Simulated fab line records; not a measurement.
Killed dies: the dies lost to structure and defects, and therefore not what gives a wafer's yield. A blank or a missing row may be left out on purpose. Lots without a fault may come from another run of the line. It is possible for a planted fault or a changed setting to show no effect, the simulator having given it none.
fab line records ; flow n5_finfet
record lots=7; wafers=21; last_day=17
route steps=1938 shown GATE_CUT@511 MOL_CONTACT_COAG@517 BEOL_M4@1111 PASSIVATION@1936
lots that met no fault: taken from a fault-free run of the same line
start_h: hours from the record's opening day to when the first of the lot's shown wafers began ; wait_h: hours elapsed since this lot's preceding step ; " identical to the entry in the row above ; L1.1+2: several wafers, shown together as one row ; - either no value or no given start ; * or withheld: withheld ; < > ~ a bound
route shown NAME@n: names a module that has steps shown in the file, with the first one's number in the route ; usual: mean/standard deviation of fault-free wafers ; same: alike in all rows ; chamber/n: place in a boat ; sites: per-site readings ; _std_site: the values' standard deviation ; _edge_site: mean of outer sites minus mean of inner sites ; radius_mm: how far each site lies from the wafer's centre ; mask NAME#n: copy n ; behind: tool/chamber where the wafer was last shaped ; hold: reason for holding the lot/hours on hold/outcome of the hold ; device: names the non-switching transistor (n, p or np) ; end of line: the route-end tests of the same wafers ; where a step has no rows: the recipe by itself ; killed: the dies lost at the first sort to structure and to defects; this is not the yield of the wafer ; map: shows each die of a wafer: x if killed, . if not, _ if none is there
set.NAME: the setting that was run; set.NAME@STEP: the one run at that earlier step ; model.NAME: the simulator's own value behind a step, which no gauge read
lots at selected steps of the route; one table per step, one row per wafer
services: when a tool's chamber went out of use (start_h, in hours from the record's first day, below 0 if earlier), for how many hours, and the reason
## steps
# step N5_GATE_CUT_CMP_23
# recipe stop_on=SiO2; t_overpolish_s=23.4; post_cmp_clean=alkaline_brush; down_force_psi=2.5; platen_rpm=51.8; pad_velocity_m_s=1.0307; target_thk_nm=16
# usual motor_current_A=9.8/0.97; overpolish_run_s=23.400/0.0091; time_to_endpoint_s=18.6/2.1
lot.wafer;tool;chamber;start_h;wait_h;motor_current_A;overpolish_run_s;time_to_endpoint_s
L542.3;cmp-04;0;117.61;0.8;8.2;23.388;14.1
L542.2;cmp-04;2;117.61;0.8;10.0;23.412;19.7
L542.5;cmp-04;0;117.61;0.8;7.5;23.411;17.5
L544.1;cmp-01;3;130.21;0.8;10.2;23.409;18.2
L544.4;cmp-01;1;130.21;0.8;7.9;23.405;18.4
L544.2;cmp-01;2;130.21;0.8;9.7;23.393;18.2
L550.4;cmp-03;2;165.13;0.8;10.2;23.421;18.6
L550.5;cmp-03;0;165.13;0.8;9.3;23.405;20.8
L550.6;cmp-03;1;165.13;0.8;9.8;23.399;18.8
L551.4;cmp-01;0;173.78;0.8;11.2;23.410;21.7
L551.1;cmp-01;1;173.78;0.8;8.0;23.402;24.4
L551.3;cmp-01;2;173.78;0.8;9.8;23.389;21.1
L552.3;cmp-03;1;175.56;0.8;10.4;23.412;17.2
L552.2;cmp-03;3;175.56;0.8;8.9;23.392;20.3
L552.5;cmp-03;2;175.56;0.8;9.8;23.400;22.1
L553.1;cmp-03;0;180.77;0.8;9.2;23.402;22.1
L553.4;cmp-03;1;180.77;0.8;9.7;23.391;20.3
L553.5;cmp-03;3;180.77;0.8;9.6;23.405;18.5
L558.1;cmp-04;0;211.61;0.8;7.9;23.413;16.4
L558.3;cmp-04;2;211.61;0.8;10.4;23.423;14.6
L558.6;cmp-04;0;211.61;0.8;8.9;23.395;14.7
# step N5_GATE_CUT_THK_MEAS_24
# recipe reads=SiO2_of_GATE_CUT_HM_DEP_46+SiO2_flowable_of_ILD0_FCVD_FILL_01
# usual GC_FILL_THK=219.8/1.8
lot.wafer;tool;chamber;start_h;wait_h;GC_FILL_THK[nm]
L542.2;film_metro-02;-;117.90;-;217.6
L542.3;film_metro-02;-;117.90;-;217.0
L542.5;film_metro-02;-;117.90;-;220.3
L544.1;film_metro-02;-;130.50;-;218.7
L544.2;film_metro-02;-;130.50;-;219.5
L544.4;film_metro-02;-;130.50;-;219.3
L550.4;film_metro-01;-;165.35;-;217.2
L550.5;film_metro-01;-;165.35;-;219.3
L550.6;film_metro-01;-;165.35;-;218.8
L551.1;film_metro-01;-;174.03;-;221.3
L551.3;film_metro-01;-;174.03;-;219.7
L551.4;film_metro-01;-;174.03;-;223.6
L552.2;film_metro-01;-;175.85;-;218.0
L552.3;film_metro-01;-;175.85;-;218.7
L552.5;film_metro-01;-;175.85;-;222.7
L553.1;film_metro-01;-;181.02;-;219.1
L553.4;film_metro-01;-;181.02;-;221.6
L553.5;film_metro-01;-;181.02;-;221.8
L558.1;film_metro-01;-;211.87;-;218.4
L558.3;film_metro-01;-;211.87;-;223.0
L558.6;film_metro-01;-;211.87;-;222.8
# step N5_GATE_CUT_CMP_43
# recipe material=SiO2; post_cmp_clean=rinse_only
# usual motor_current_A=12.9/1.3
lot.wafer;tool;chamber;start_h;wait_h;motor_current_A
L542.2;cmp-03;3;117.93;0.0;12.5
L542.3;cmp-03;2;117.93;0.0;14.1
L542.5;cmp-03;3;117.93;0.0;12.2
L544.1;cmp-03;3;130.53;0.0;12.4
L544.2;cmp-03;0;130.53;0.0;12.3
L544.4;cmp-03;1;130.53;0.0;13.4
L550.4;cmp-01;0;165.62;0.3;15.1
L550.6;cmp-01;1;165.62;0.3;10.8
L550.5;cmp-01;2;165.62;0.3;12.6
L551.3;cmp-04;2;174.14;0.1;13.9
L551.4;cmp-04;3;174.14;0.1;12.5
L551.1;cmp-04;0;174.14;0.1;10.4
L552.3;cmp-04;2;175.88;0.0;13.7
L552.2;cmp-04;0;175.88;0.0;10.9
L552.5;cmp-04;2;175.88;0.0;13.9
L553.4;cmp-03;0;181.21;0.2;11.4
L553.1;cmp-03;1;181.21;0.2;13.5
L553.5;cmp-03;2;181.21;0.2;13.0
L558.3;cmp-04;2;211.90;0.0;14.2
L558.1;cmp-04;1;211.90;0.0;14.4
L558.6;cmp-04;2;211.90;0.0;13.5
# step N5_GATE_CUT_CMP_61
# recipe stop_on=SiNx; t_overpolish_s=3; post_cmp_clean=alkaline_brush; down_force_psi=4; platen_rpm=27.09; pad_velocity_m_s=0.539
# usual motor_current_A=13.0/1.3
lot.wafer;tool;chamber;start_h;wait_h;motor_current_A
L542.2;cmp-03;3;118.41;0.4;12.5
L542.3;cmp-03;2;118.41;0.4;13.6
L542.5;cmp-03;3;118.41;0.4;12.2
L544.1;cmp-03;3;131.01;0.4;12.4
L544.2;cmp-03;0;131.01;0.4;12.4
L544.4;cmp-03;1;131.01;0.4;13.4
L550.4;cmp-01;0;165.95;0.2;14.8
L550.6;cmp-01;1;165.95;0.2;11.1
L550.5;cmp-01;2;165.95;0.2;12.6
L551.3;cmp-04;2;174.57;0.3;14.6
L551.4;cmp-04;3;174.57;0.3;14.0
L551.1;cmp-04;0;174.57;0.3;10.8
L552.3;cmp-04;2;176.36;0.4;14.4
L552.2;cmp-04;0;176.36;0.4;11.0
L552.5;cmp-04;2;176.36;0.4;14.4
L553.4;cmp-03;0;181.59;0.3;12.4
L553.1;cmp-03;1;181.59;0.3;13.2
L553.5;cmp-03;2;181.59;0.3;13.5
L558.3;cmp-04;2;212.38;0.4;14.4
L558.1;cmp-04;1;212.38;0.4;14.2
L558.6;cmp-04;2;212.38;0.4;13.4
# step N5_GATE_CUT_INSPECT_26
# recipe inspect_instrument=darkfield; mode=post_cmp
# usual raw_defect_count=44/21
lot.wafer;tool;chamber;start_h;wait_h;raw_defect_count
L542.2;defect_inspect-01;-;118.64;0.0;55
L542.3;defect_inspect-01;-;118.64;0.0;57
L542.5;defect_inspect-01;-;118.64;0.0;45
L544.1;defect_inspect-02;-;131.24;0.0;48
L544.2;defect_inspect-02;-;131.24;0.0;44
L544.4;defect_inspect-02;-;131.24;0.0;58
L550.4;defect_inspect-02;-;166.09;0.0;67
L550.5;defect_inspect-02;-;166.09;0.0;109
L550.6;defect_inspect-02;-;166.09;0.0;60
L551.1;defect_inspect-01;-;174.77;0.0;28
L551.3;defect_inspect-01;-;174.77;0.0;72
L551.4;defect_inspect-01;-;174.77;0.0;39
L552.2;defect_inspect-02;-;176.60;0.0;43
L552.3;defect_inspect-02;-;176.60;0.0;18
L552.5;defect_inspect-02;-;176.60;0.0;32
L553.1;defect_inspect-01;-;181.77;0.0;24
L553.4;defect_inspect-01;-;181.77;0.0;19
L553.5;defect_inspect-01;-;181.77;0.0;26
L558.1;defect_inspect-02;-;212.61;0.0;22
L558.3;defect_inspect-02;-;212.61;0.0;20
L558.6;defect_inspect-02;-;212.61;0.0;31
# step N5_MOL_CONTACT_COAG_COAT_103
# recipe resist=SOC; temp_c=250; time_s=60; spin_rpm=1500; resist_thk_nm=80
# step N5_MOL_CONTACT_COAG_COAT_104
# recipe resist=SiARC; temp_c=220; time_s=60; spin_rpm=1500; resist_thk_nm=12
# step N5_MOL_CONTACT_COAG_COAT_58
# recipe resist=underlayer; temp_c=205; time_s=60; spin_rpm=1500; resist_thk_nm=10
# step N5_MOL_CONTACT_COAG_COAT_02
# recipe resist=CAR-EUV; spin_rpm=1500; resist_thk_nm=30
# step N5_MOL_CONTACT_COAG_EBR_04
# recipe solvent=PGMEA; ebr_width_mm=1.5
# step N5_MOL_CONTACT_COAG_SOFTBAKE_03
# recipe temp_c=110; time_s=60; resist=CAR-EUV
# step N5_MOL_CONTACT_COAG_EXPOSE_05
# recipe mask_id=CA; na=0.33; source_shape=annular; sigma_inner=0.4; sigma_outer=0.8; polarization=unpolarized; defocus_nm=0; dose_mj=38.25
lot.wafer;tool;chamber;start_h;wait_h;mask;model.MOL_CONTACT_COAG.overlay_x_nm
L542.2+3+5;euv_scanner-02;0;118.82;-;CA#0;0
L544.1+2+4;euv_scanner-01;0;131.54;-;CA#0;-0.2
L550.4+5+6;euv_scanner-02;0;166.40;-;CA#0;3.4
L551.1+3+4;euv_scanner-01;0;175.07;-;CA#0;-0.6
L552.2+3+5;euv_scanner-02;0;176.90;-;CA#0;2.6
L553.1+4+5;euv_scanner-02;0;181.93;-;CA#0;3.4
L558.1+3+6;euv_scanner-01;0;212.91;-;CA#0;-0.4
# step N5_MOL_CONTACT_COAG_PEB_06
# recipe peb_temp_c=100; peb_time_s=60; resist=CAR-EUV
# step N5_MOL_CONTACT_COAG_DEVELOP_07
# recipe develop_time_s=30; developer=TMAH; resist=CAR-EUV; rinse_liquid=surfactant_rinse; dry=air_spin; dev_temp_c=23
# step N5_MOL_CONTACT_COAG_CD_MEAS_08
# recipe target_cd_nm=28; landing_energy_ev=500; detector=se_inlens; polarity=opening
# usual cd_nm=28.03/0.22
lot.wafer;tool;chamber;start_h;wait_h;cd_nm
L542.2;cd_sem-02;0;118.95;-;27.74
L542.3;cd_sem-02;0;118.95;-;27.93
L542.5;cd_sem-02;0;118.95;-;27.91
L544.1;cd_sem-01;0;131.67;-;28.44
L544.2;cd_sem-01;0;131.67;-;28.38
L544.4;cd_sem-01;0;131.67;-;27.99
L550.4;cd_sem-01;0;166.52;-;27.93
L550.5;cd_sem-01;0;166.52;-;27.79
L550.6;cd_sem-01;0;166.52;-;27.90
L551.1;cd_sem-02;0;175.20;-;27.90
L551.3;cd_sem-02;0;175.20;-;27.57
L551.4;cd_sem-02;0;175.20;-;27.88
L552.2;cd_sem-01;0;177.02;-;28.20
L552.3;cd_sem-01;0;177.02;-;27.93
L552.5;cd_sem-01;0;177.02;-;28.37
L553.1;cd_sem-01;0;182.06;-;27.77
L553.4;cd_sem-01;0;182.06;-;28.40
L553.5;cd_sem-01;0;182.06;-;27.91
L558.1;cd_sem-02;0;213.04;-;27.79
L558.3;cd_sem-02;0;213.04;-;27.86
L558.6;cd_sem-02;0;213.04;-;28.25
# step N5_MOL_CONTACT_COAG_OVL_MEAS_09
# recipe points_per_wafer=522
# usual CA_OVL=-0.2/0.71
lot.wafer;tool;chamber;start_h;wait_h;CA_OVL[nm]
L542.2;overlay-02;0;118.98;0.0;0.4
L542.3;overlay-02;0;118.98;0.0;-0.6
L542.5;overlay-02;0;118.98;0.0;-0.3
L544.1;overlay-01;0;131.70;0.0;-0.1
L544.2;overlay-01;0;131.70;0.0;-0.3
L544.4;overlay-01;0;131.70;0.0;0.1
L550.4;overlay-02;0;166.57;0.1;3.7
L550.5;overlay-02;0;166.57;0.1;2.8
L550.6;overlay-02;0;166.57;0.1;3.6
L551.1;overlay-01;0;175.23;0.0;-0.4
L551.3;overlay-01;0;175.23;0.0;-1.2
L551.4;overlay-01;0;175.23;0.0;-0.2
L552.2;overlay-01;0;177.05;0.0;3.6
L552.3;overlay-01;0;177.05;0.0;1.6
L552.5;overlay-01;0;177.05;0.0;2.2
L553.1;overlay-02;0;182.09;0.0;1.7
L553.4;overlay-02;0;182.09;0.0;3.8
L553.5;overlay-02;0;182.09;0.0;2.1
L558.1;overlay-02;0;213.07;0.0;-0.1
L558.3;overlay-02;0;213.07;0.0;-0.3
L558.6;overlay-02;0;213.07;0.0;-0.1
# step N5_MOL_CONTACT_COAG_INSPECT_10
# recipe mode=adi; inspect_instrument=brightfield
# usual raw_defect_count=78/33
lot.wafer;tool;chamber;start_h;wait_h;raw_defect_count
L542.2;defect_inspect-01;-;119.04;0.0;77
L542.3;defect_inspect-01;-;119.04;0.0;104
L542.5;defect_inspect-01;-;119.04;0.0;75
L544.1;defect_inspect-01;-;131.76;0.1;66
L544.2;defect_inspect-01;-;131.76;0.1;79
L544.4;defect_inspect-01;-;131.76;0.1;102
L550.4;defect_inspect-02;-;166.61;0.0;124
L550.5;defect_inspect-02;-;166.61;0.0;187
L550.6;defect_inspect-02;-;166.61;0.0;86
L551.1;defect_inspect-01;-;175.29;0.1;62
L551.3;defect_inspect-01;-;175.29;0.1;109
L551.4;defect_inspect-01;-;175.29;0.1;70
L552.2;defect_inspect-02;-;177.11;0.0;102
L552.3;defect_inspect-02;-;177.11;0.0;41
L552.5;defect_inspect-02;-;177.11;0.0;70
L553.1;defect_inspect-02;-;182.15;0.1;48
L553.4;defect_inspect-02;-;182.15;0.1;36
L553.5;defect_inspect-02;-;182.15;0.1;56
L558.1;defect_inspect-01;-;213.12;0.1;57
L558.3;defect_inspect-01;-;213.12;0.1;44
L558.6;defect_inspect-01;-;213.12;0.1;56
# step N5_BEOL_M4_RC_MEAS_101
# usual DIBL_N=36.3/1.4; DIBL_P=36.2/1.5; IOFF_N=0.160/0.021; IOFF_P=0.211/0.027; ION_N=676/7.7; ION_P=463/5.5; SS_N=71.4/0.57; SS_P=73.3/0.58; VT_N=249.3/2.5; VT_P=-250.1/2.6
lot.wafer;tool;chamber;start_h;wait_h;DIBL_N[mV/V];DIBL_P[mV/V];IOFF_N[nA/um];IOFF_P[nA/um];ION_N[uA/um];ION_P[uA/um];SS_N[mV/dec];SS_P[mV/dec];VT_N[mV];VT_P[mV]
L542.2;prober-02;0;192.88;0.2;37.1;37.7;0.172;0.192;692;455;72.7;74.0;250.4;-252.0
L542.3;prober-02;0;192.88;0.2;36.5;37.5;0.165;0.189;683;464;71.8;73.8;252.0;-253.6
L542.5;prober-02;0;192.88;0.2;37.3;37.5;0.169;0.193;690;463;71.8;73.3;252.2;-252.7
L544.1;prober-01;0;214.24;0.0;36.2;33.7;0.142;0.184;674;459;71.1;72.7;248.7;-250.0
L544.2;prober-01;0;214.24;0.0;36.5;34.9;0.147;0.196;670;467;71.1;72.8;248.7;-246.6
L544.4;prober-01;0;214.24;0.0;36.7;35.3;0.152;0.205;681;463;71.1;73.5;248.6;-249.8
L551.1;prober-01;0;249.80;0.0;35.4;35.0;0.166;0.224;673;467;71.1;73.1;247.3;-246.8
L551.3;prober-01;0;249.80;0.0;36.9;36.7;0.200;0.249;691;475;71.4;74.5;244.5;-247.0
L551.4;prober-01;0;249.80;0.0;37.2;36.1;0.185;0.243;686;470;72.3;74.2;243.0;-244.7
L552.2;prober-02;0;260.93;0.2;38.2;36.8;0.173;0.255;680;475;72.0;73.2;246.5;-247.3
L552.3;prober-02;0;260.93;0.2;39.0;37.5;0.184;0.272;672;468;72.5;73.5;247.7;-243.9
L552.5;prober-02;0;260.93;0.2;36.9;35.7;0.155;0.238;669;465;71.5;73.7;249.3;-247.5
L550.4;prober-01;0;261.02;0.5;35.5;35.5;0.155;0.215;680;468;71.2;73.2;253.7;-250.6
L550.5;prober-01;0;261.02;0.5;34.2;35.0;0.144;0.199;676;468;70.8;72.9;249.9;-249.5
L550.6;prober-01;0;261.02;0.5;35.5;35.8;0.159;0.211;679;468;71.2;73.4;251.2;-249.6
L553.1;prober-01;0;265.43;0.0;36.7;36.4;0.168;0.226;667;460;71.3;73.5;250.0;-250.0
L553.4;prober-01;0;265.43;0.0;37.6;36.9;0.180;0.233;680;463;72.1;73.8;248.1;-250.6
L553.5;prober-01;0;265.43;0.0;37.4;37.1;0.182;0.235;674;463;71.6;73.4;247.5;-249.8
L558.1;prober-01;0;300.62;0.0;35.0;36.0;0.140;0.211;667;465;71.1;72.8;250.3;-250.5
L558.3;prober-01;0;300.62;0.0;36.2;38.5;0.167;0.231;676;462;71.1;73.8;247.4;-247.8
L558.6;prober-01;0;300.62;0.0;33.9;35.6;0.123;0.192;664;462;71.1;73.3;253.1;-251.2
# step N5_PASSIVATION_PROBE_49
# usual defect_limited_yield=91.3/1.4; killed_at_M0_to_M3=34/10; killed_at_M4_up=13/4.8; killed_at_contacts=12/6.1; killed_at_front_end=40/11; killed_at_other=3.7/2.8; killed_dies=103/16; killed_open=67/12; killed_short=34/7.4; sort_bin_5_function=5.1/0.95; sort_bin_6_memory=3.2/0.62; sort_n_pass=1077/16; sort_yield_pct=91.3/1.4
# same gross_dies=1180; killed_at_back_side=0; sort_bin_4_leakage[%]=0; sort_bin_8_speed[%]=0
lot.wafer;tool;chamber;start_h;wait_h;defect_limited_yield[%];killed_at_M0_to_M3;killed_at_M4_up;killed_at_contacts;killed_at_front_end;killed_at_other;killed_dies;killed_open;killed_short;sort_bin_5_function[%];sort_bin_6_memory[%];sort_n_pass;sort_yield_pct[%]
L550.4;prober-01;-;362.23;0.2;89.6;25;19;19;54;6;123;84;33;5.8;4.1;1057;89.6
L550.5;prober-01;-;362.28;0.2;91.8;16;7;21;45;8;97;72;23;4.8;3.3;1083;91.8
L550.6;prober-01;-;362.33;0.3;88.6;31;18;14;67;5;135;91;36;6.2;4.8;1045;88.6
L552.2;prober-01;-;368.67;0.1;91.6;22;7;4;59;7;99;59;39;5.3;3.0;1081;91.6
L553.1;prober-02;-;371.73;0.0;92.5;27;15;23;23;1;89;54;30;4.1;2.9;1091;92.5
L553.4;prober-02;-;371.88;0.2;91.7;29;16;32;18;3;98;57;31;4.7;3.0;1082;91.7
L553.5;prober-02;-;371.93;0.2;94.4;21;9;9;27;0;66;42;22;3.1;1.9;1114;94.4
# killed by level:class
L550.4 STI_FIN_REVEAL:geometric_particle:open=20 MOL_CONTACT_COAG:geometric_particle:open=11 BEOL_M1:geometric_particle:open=8 BEOL_M0_SAQP:geometric_particle:open=7 BEOL_M4:geometric_particle:short=7 FIN_SAQP:geometric_particle:open=6 STARTING-WAFER:geometric_particle:open=6 FIN_SAQP:geometric_particle:short=5
L550.5 STI_FIN_REVEAL:geometric_particle:open=19 MOL_CONTACT_COAG:geometric_particle:open=18 FIN_SAQP:geometric_particle:open=8 FIN_SAQP:geometric_particle:short=5 BEOL_M0_SAQP:geometric_particle:open=5 ILD0:geometric_particle:open=3 MOL_CONTACT_COAG:geometric_particle:short=3 BEOL_M0_SAQP:geometric_particle:short=3
L550.6 FIN_SAQP:geometric_particle:open=17 STI_FIN_REVEAL:geometric_particle:open=17 GATE_CUT:geometric_particle:short=9 BEOL_M0_SAQP:geometric_particle:short=7 ILD0:geometric_particle:open=7 BEOL_M0_SAQP:geometric_particle:open=7 BEOL_M5:geometric_particle:open=7 MOL_CONTACT_COAG:geometric_particle:open=6
L552.2 FIN_SAQP:geometric_particle:open=16 FIN_SAQP:geometric_particle:short=14 STI_FIN_REVEAL:geometric_particle:open=11 DUMMY_GATE:geometric_particle:open=5 BEOL_M1:geometric_particle:open=5 STI_FIN_REVEAL:geometric_particle:short=4 BEOL_M2:geometric_particle:open=4 BEOL_M0_SAQP:geometric_particle:short=3
L553.1 MOL_CONTACT_COAG:geometric_particle:open=15 BEOL_M1:geometric_particle:open=7 BEOL_M4:geometric_particle:open=7 BEOL_M0_SAQP:geometric_particle:short=6 FIN_SAQP:geometric_particle:short=5 BEOL_M2:geometric_particle:open=5 GATE_CUT:geometric_particle:short=4 MOL_CONTACT_COAG:geometric_particle:short=4
L553.4 MOL_CONTACT_COAG:geometric_particle:open=20 MOL_CONTACT_COAG:overlay=10 BEOL_M0_SAQP:geometric_particle:short=9 BEOL_M4:geometric_particle:open=7 FIN_SAQP:geometric_particle:short=5 BEOL_M1:geometric_particle:open=5 BEOL_M3:geometric_particle:short=4 GATE_CUT:geometric_particle:short=3
L553.5 FIN_SAQP:geometric_particle:open=7 FIN_SAQP:geometric_particle:short=6 MOL_CONTACT_COAG:geometric_particle:open=6 BEOL_M0_SAQP:geometric_particle:short=5 BEOL_M3:geometric_particle:open=5 STARTING-WAFER:geometric_particle:open=5 BEOL_M0_SAQP:geometric_particle:open=4 BEOL_M4:geometric_particle:open=4
## services
tool;chamber;start_h;hours;kind
cmp-04;-;100.79;0.7;repair
cmp-04;-;104.28;4.8;pm
euv_scanner-01;-;109.33;1.0;pm
euv_scanner-01;0;112.34;-;calibration
cmp-01;-;121.17;3.7;repair
euv_scanner-02;0;131.44;-;calibration
cmp-01;-;140.30;2.7;repair
euv_scanner-02;-;141.37;1.0;pm
cmp-03;-;148.96;0.9;repair
cmp-01;-;157.30;1.3;repair
cmp-04;-;159.52;1.4;repair
euv_scanner-01;-;165.48;1.0;pm
cmp-04;-;171.25;1.6;repair
euv_scanner-01;-;183.00;5.8;pm
cmp-04;-;189.08;0.5;repair
cmp-03;-;193.33;4.0;pm
cmp-03;-;197.33;-;consumable_replace:conditioner
cmp-03;-;197.33;-;consumable_replace:pad
cmp-03;-;197.70;1.8;repair
euv_scanner-02;-;198.40;0.4;repair
cmp-03;-;200.88;9.4;pm
cmp-04;-;200.94;6.7;repair
euv_scanner-02;-;206.08;1.0;pm
## key
first_sign step=N5_MOL_CONTACT_COAG_OVL_MEAS_09; reading=CA_OVL; direction=up; sigmas=4.3; usual=-0.2; struck=2.8
effect none on later readings
model_effect step=N5_MOL_CONTACT_COAG_EXPOSE_05; value=MOL_CONTACT_COAG.overlay_x_nm; without=-0.2; struck=3.133
met_at N5_MOL_CONTACT_COAG_EXPOSE_05
struck_wafers L550.4,L550.5,L550.6,L552.2,L552.3,L552.5,L553.1,L553.4,L553.5
onset_between 118.82 166.40
also_fits N5_GATE_CUT_CMP_23:cmp-03
fault kind=scanner_matching_overlay; tool=euv_scanner-02; chamber=-; onset_h=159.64; steps=N5_MOL_CONTACT_COAG_EXPOSE_05; offset=3.2607
